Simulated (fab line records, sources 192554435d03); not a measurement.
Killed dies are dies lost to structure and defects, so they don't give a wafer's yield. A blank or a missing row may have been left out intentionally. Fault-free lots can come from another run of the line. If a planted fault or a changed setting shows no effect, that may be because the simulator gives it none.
Matching of chambers | flow n5Finfet | N5_BEOL_M0_SAQP_ALD_48 on aldSin-01: 4 sister chambers
The step deposits SiO2, target thk 20 nm, pulse time 1 s, co reactant pulse time 1 s. 16 wafers are shown with their chamber, then 8 later ones without.

## WAFERS WITH THEIR CHAMBER
wafer  | chamber | heaterPowerW (W) | precursorPulseHeightRel
L074.3 | 0       | 87               | 0.985
L074.4 | 2       | 81               | 0.984
L074.5 | 3       | 83               | 1.014
L075.2 | 0       | 85               | 1.031
L075.5 | 0       | 85               | 1.001
L075.6 | 3       | 84               | 0.991
L077.3 | 0       | 85               | 1.018
L077.5 | 1       | 86               | 1.018
L077.6 | 0       | 85               | 1.001
L080.3 | 3       | 85               | 0.974
L080.4 | 2       | 82               | 0.980
L080.5 | 1       | 85               | 0.998
L082.2 | 3       | 86               | 0.971
L082.3 | 0       | 85               | 0.984
L082.6 | 3       | 84               | 0.986
L086.1 | 3       | 82               | 1.008

SIGNATURES (averages over the wafers above)
reading                 | chamber 0 | chamber 1 | chamber 2 | chamber 3 | scatter within a chamber
heaterPowerW            | 85.33     | 85.50     | 81.50     | 84.00     | 1.09
precursorPulseHeightRel | 1.00333   | 1.00800   | 0.98200   | 0.99067   | 0.0169
Rule: for a wafer and a chamber, the distance is found by dividing, reading by reading, the gap between the wafer's reading and the chamber's mean by the reading's scatter, squaring, summing and taking the root. The wafer belongs to the nearest chamber; if the next one is less than 2 further off, it can't be placed. How the scatter is found: for the shown wafers, subtract from each reading the mean of its chamber, square and add these, divide the total by (wafers less chambers), then take the root.

## WAFERS MISSING THEIR CHAMBER
wafer  | heaterPowerW (W) | precursorPulseHeightRel
L086.3 | 78               | 1.034
L086.5 | 82               | 0.987
L095.1 | 79               | 0.966
L095.3 | 84               | 0.992
L095.4 | 84               | 1.026
L097.1 | 78               | 0.965
L097.3 | 82               | 1.003
L097.5 | 79               | 0.999

## EACH ONE'S CHAMBER
wafer  | from the rows above               | in truth
L086.3 | can't be placed: 2 or 3           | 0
L086.5 | can't be placed: 2 or 3           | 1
L095.1 | 2                                 | 2
L095.3 | can't be placed: 3 or 0 or 1      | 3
L095.4 | can't be placed: 1 or 0 or 3 or 2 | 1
L097.1 | 2                                 | 2
L097.3 | can't be placed: 2 or 3 or 0 or 1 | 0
L097.5 | 2                                 | 2
3 of 8 placed correctly. Unplaceable from these rows: 5, with the true chamber sitting among the candidates in 3. 0 placed wrongly.
